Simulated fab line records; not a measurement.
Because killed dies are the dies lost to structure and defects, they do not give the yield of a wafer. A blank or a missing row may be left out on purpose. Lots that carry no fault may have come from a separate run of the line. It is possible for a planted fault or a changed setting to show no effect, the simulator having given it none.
Which tool is to blame?    flow n5 finfet    Sampling: 11 lots, 33 wafers, 3 of 1938 route steps

WHAT THE GAUGES READ, wafer by wafer
N5_BEOL_M0_SAQP_CD_MEAS_14 targets a cd of 42.5 nm.
lot   measured      on         cd nm (nm)
L074  day 6 02:14   cd sem-03  42.1 42.2 41.9
L077  day 6 11:19   cd sem-01  42.5 41.9 42.1
L080  day 7 00:47   cd sem-03  42.3 42.4 42.6
L082  day 7 14:29   cd sem-03  42.4 43.4 42.6
L084  day 8 07:59   cd sem-01  42.3 43.0 43.1
L085  day 9 04:43   cd sem-02  42.7 42.9 42.5
L088  day 9 20:09   cd sem-03  42.3 42.7 42.5
L091  day 10 01:18  cd sem-02  42.0 42.8 43.3
L092  day 10 08:40  cd sem-01  42.6 42.6 42.6
L094  day 10 14:05  cd sem-01  43.0 42.3 43.5
L096  day 10 23:57  cd sem-02  42.5 42.6 41.8

WHAT TOOL EACH LOT RAN ON (gives the tool, then ch and the chambers of the sampled wafers, and finally the start)
lot   N5_MOL_CONTACT_COAG_ETCH_66         N5_MOL_CONTACT_COAG_STRIP_72
L074  rie diel-05 ch 2,3, day 5 19:56     rie diel-03 ch 0,1, day 5 20:32
L077  rie diel-05 ch 0,2,3, day 6 05:14   rie diel-05 ch 0,2,3, day 6 05:47
L080  rie diel-03 ch 0,2,3, day 6 16:37   rie diel-05 ch 0,1,2, day 6 17:09
L082  rie diel-05 ch 1,2,3, day 7 07:16   rie diel-05 ch 0,1,2, day 7 07:49
L084  rie diel-05 ch 0,1,2, day 8 00:59   rie diel-05 ch 1,3, day 8 01:52
L085  rie diel-05 ch 0,1,2, day 8 21:14   rie diel-03 ch 1,3, day 8 21:53
L088  rie diel-03 ch 1,3, day 9 13:02     rie diel-04 ch 0,1,3, day 9 13:56
L091  rie diel-04 ch 0,1,3, day 9 18:29   rie diel-04 ch 1,3, day 9 19:03
L092  rie diel-03 ch 0,1,2, day 10 00:25  rie diel-04 ch 0,1, day 10 00:57
L094  rie diel-04 ch 1,2, day 10 07:35    rie diel-03 ch 0,1, day 10 08:07
L096  rie diel-05 ch 2,3, day 10 17:11    rie diel-03 ch 0,1,3, day 10 17:45
- N5_MOL_CONTACT_COAG_ETCH_66: etches SiARC in CF4, target depth 13 nm, time 21.7 s.
- N5_MOL_CONTACT_COAG_STRIP_72: strips in N2/H2.

THE ANSWER, worked out from the rows above alone
Rule: usual is defined by the lots themselves. Put in order of their means at a reading, lots are off if they are a third of the lots or fewer, leave a main group of 4 or more, and stand apart from it by a gap of 3 or more times the standard deviation of the main group's means; of several such gaps the widest counts. Not used: any main group whose means are identical at the precision the tables above print for the reading. Also off: a lot with no number at a reading for which 4 or more lots have one. All remaining lots with rows at the step are treated as sound.
Nothing can be told from this: no lot is off at any reading shown.

WHAT THE SIMULATOR HAD PUT IN
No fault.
